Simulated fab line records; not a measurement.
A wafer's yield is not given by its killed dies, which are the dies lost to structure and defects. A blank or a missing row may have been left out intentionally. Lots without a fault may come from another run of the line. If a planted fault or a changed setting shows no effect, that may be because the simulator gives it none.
Struck lot and sound lot, side by side	flow nandHarc	15 out of 1159 route steps
Sound: the wafers L484.2, L484.4, L484.6. Struck: wafers L486.1, L486.2, L486.3. The cause is given at the end.
Order at every step that has rows: each side's tool, ch and its chambers, its first start. Under that, the readings that differ: sound wafers	struck wafers	difference of the means	sigmas: that difference in standard deviations of wafers without a fault.
alike: a reading whose means differ by less than 2 such deviations, as well as words and numbers matching on both sides. not compared: withheld readings; readings where some wafer has no value; bounds like >300 that might hide an equal value; numbers whose values overlap and for which the record gives no deviation.
The two part at a step that has a row with sigmas, a row that says differs or no value, or rows on one side only. Numbers that don't overlap but have no deviation are shown without sigmas and don't part them. A reading that every wafer of one side lacks parts them only if that side has two wafers or more.

first, 1 step without rows for these wafers: NHARC_P_M0_DEVELOP_08 (develop time 35 s).
NHARC_P_M0_CD_MEAS_09: target cd 90 nm.
  sound on cdSem-02 ch 0, day 9 03:38; struck on cdSem-02 ch 0, day 9 18:11
  alike: cdNm
NHARC_P_M0_OVL_MEAS_10: pitch 180 nm.
  sound on overlay-01, day 9 03:43; struck on overlay-02, day 9 18:17
  alike: overlayXNm, overlayYNm
NHARC_P_M0_INSPECT_11:
  sound on defectInspect-02, day 9 03:45; struck on defectInspect-01, day 9 18:19
  alike: rawDefectCount
NHARC_P_M0_DESCUM_14: chemistry O2, time 3 s.
  sound on rieDiel-02 ch 0,1, day 9 03:49; struck on rieDiel-13 ch 0,1,3, day 9 18:22
  alike: drypumpMotorCurrentA, mfcArSccm, oesProductAu, rfVppV, showerheadPlenumPTorr, throttleValvePct
  not compared: rfHoursCounterH
NHARC_P_M0_ETCH_34: etches the open film in N2/H2, target depth 40 nm, overetch 12 nm, time 43.94 s.
  sound on rieDiel-02 ch 1,2, day 9 03:55; struck on rieDiel-13 ch 0,1,2, day 9 18:28
  alike: drypumpMotorCurrentA, mfcArSccm, oesProductAu, rfFwdPowerW, rfVppV, showerheadPlenumPTorr, throttleValvePct
  not compared: rfHoursCounterH
NHARC_P_M0_ETCH_15: etches the open film in C4F8/Ar, target depth 150 nm, overetch 15 nm, time 82.5 s.
  sound: rieDiel-02 ch 0,1; struck: rieDiel-13 ch 0,2,3
  alike: oesProductAu, rfFwdPowerW, rfVppV
  not compared: rfHoursCounterH
NHARC_P_M0_CD_MEAS_16:
  sound on cdSem-02, day 9 04:10; struck on cdSem-03, day 9 18:40
  alike: cdNm
then, 2 steps without rows for these wafers: NHARC_P_M0_STRIP_18 (strips in N2/H2); NHARC_P_M0_STRIP_19 (strips in post etch residue remover, time 600 s).
NHARC_P_M0_DEGAS_28: time 60 s.
  sound on pvdSputter-03, day 9 04:47; struck on pvdSputter-01, day 9 19:18
  alike: heaterPowerW
then, 1 step without rows for these wafers: NHARC_P_M0_PRE_CLEAN_29 (time 30 s).
NHARC_P_M0_PVD_20: deposits TaN, target thk 5 nm, time 8.06 s.
  sound on pvdSputter-03, day 9 04:53; struck on pvdSputter-01, day 9 19:40
  alike: throttleValvePct
NHARC_P_M0_PVD_21: deposits Cu, target thk 30 nm, time 20.49 s.
  sound on pvdSputter-03; struck on pvdSputter-01
  alike: throttleValvePct
-- the record jumps here: 13 days lie between the struck wafers' starts before and after (it left off in module P_M0 and takes up again in module END, whose first step shown is number 1159 of the route) --
NHARC_END_SORT_01:
  sound on prober-01 ch 0, day 22 15:45; struck on prober-02 ch 0, day 23 06:28
  alike: defectLimitedYield, killedAtArray, killedAtOther, killedAtPeriphery, killedDies, killedOpen, killedShort, sort_bin_2_pct, sort_bin_3_pct, sort_bin_4_pct, sortNPass, sortRimYieldPct, sortYieldPct

WHERE THEY PART
Nowhere in this record.

WHY: what the simulator had put in
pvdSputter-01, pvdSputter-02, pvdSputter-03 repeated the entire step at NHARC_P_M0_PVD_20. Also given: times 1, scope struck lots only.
